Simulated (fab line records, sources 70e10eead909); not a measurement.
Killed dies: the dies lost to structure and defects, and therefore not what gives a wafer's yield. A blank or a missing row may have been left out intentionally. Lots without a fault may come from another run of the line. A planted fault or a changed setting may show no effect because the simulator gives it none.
Chamber matching || flow nand_harc || NHARC_A_STAIRCASE_DEP_259 on pecvd-02 has 3 sister chambers
The step deposits SiON, target thk 30 nm. 18 wafers are shown with their chamber, then 9 later ones without.

== WAFERS, EACH WITH ITS CHAMBER ==
{"wafer": "L074.1", "chamber": 1, "heater_power_w (W)": 737}
{"wafer": "L074.3", "chamber": 0, "heater_power_w (W)": 787}
{"wafer": "L074.5", "chamber": 2, "heater_power_w (W)": 794}
{"wafer": "L077.1", "chamber": 2, "heater_power_w (W)": 744}
{"wafer": "L077.5", "chamber": 2, "heater_power_w (W)": 770}
{"wafer": "L077.6", "chamber": 0, "heater_power_w (W)": 765}
{"wafer": "L078.1", "chamber": 1, "heater_power_w (W)": 784}
{"wafer": "L078.2", "chamber": 2, "heater_power_w (W)": 761}
{"wafer": "L078.3", "chamber": 0, "heater_power_w (W)": 723}
{"wafer": "L078.4", "chamber": 0, "heater_power_w (W)": 725}
{"wafer": "L078.5", "chamber": 2, "heater_power_w (W)": 771}
{"wafer": "L078.6", "chamber": 1, "heater_power_w (W)": 785}
{"wafer": "L081.1", "chamber": 0, "heater_power_w (W)": 772}
{"wafer": "L081.3", "chamber": 1, "heater_power_w (W)": 708}
{"wafer": "L081.4", "chamber": 0, "heater_power_w (W)": 784}
{"wafer": "L082.3", "chamber": 1, "heater_power_w (W)": 697}
{"wafer": "L082.4", "chamber": 0, "heater_power_w (W)": 736}
{"wafer": "L082.6", "chamber": 2, "heater_power_w (W)": 784}

SIGNATURES (averages over the wafers above)
{"reading": "heater_power_w", "chamber 0": 756.00, "chamber 1": 742.20, "chamber 2": 770.67, "scatter within a chamber": 29.3}
Rule: for each reading, subtract the chamber's mean from the wafer's reading, divide by that reading's scatter and square the result; add these up over the readings and take the root, which gives the wafer's distance from the chamber. The wafer belongs to the nearest chamber; if the next one is less than 2 further off, it can't be placed. The scatter: take each reading less its chamber's mean, square it, sum over the shown wafers, divide by the number of wafers less the number of chambers, and take the root.

== WAFERS WITH NO CHAMBER GIVEN ==
{"wafer": "L093.1", "heater_power_w (W)": 739}
{"wafer": "L093.2", "heater_power_w (W)": 799}
{"wafer": "L093.3", "heater_power_w (W)": 781}
{"wafer": "L096.2", "heater_power_w (W)": 827}
{"wafer": "L096.5", "heater_power_w (W)": 678}
{"wafer": "L096.6", "heater_power_w (W)": 753}
{"wafer": "L095.1", "heater_power_w (W)": 722}
{"wafer": "L095.2", "heater_power_w (W)": 775}
{"wafer": "L095.3", "heater_power_w (W)": 815}

== EACH ONE'S CHAMBER ==
{"wafer": "L093.1", "from the rows above": "can't be placed: 1 or 0 or 2", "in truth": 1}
{"wafer": "L093.2", "from the rows above": "can't be placed: 2 or 0 or 1", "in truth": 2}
{"wafer": "L093.3", "from the rows above": "can't be placed: 2 or 0 or 1", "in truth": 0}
{"wafer": "L096.2", "from the rows above": "can't be placed: 2 or 0 or 1", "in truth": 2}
{"wafer": "L096.5", "from the rows above": "can't be placed: 1 or 0 or 2", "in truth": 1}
{"wafer": "L096.6", "from the rows above": "can't be placed: 0 or 1 or 2", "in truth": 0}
{"wafer": "L095.1", "from the rows above": "can't be placed: 1 or 0 or 2", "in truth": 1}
{"wafer": "L095.2", "from the rows above": "can't be placed: 2 or 0 or 1", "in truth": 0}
{"wafer": "L095.3", "from the rows above": "can't be placed: 2 or 0 or 1", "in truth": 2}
Correct placement for 0 of the 9. These rows do not allow placing 9 (true chamber among the candidates in 9). Placed wrongly: 0.
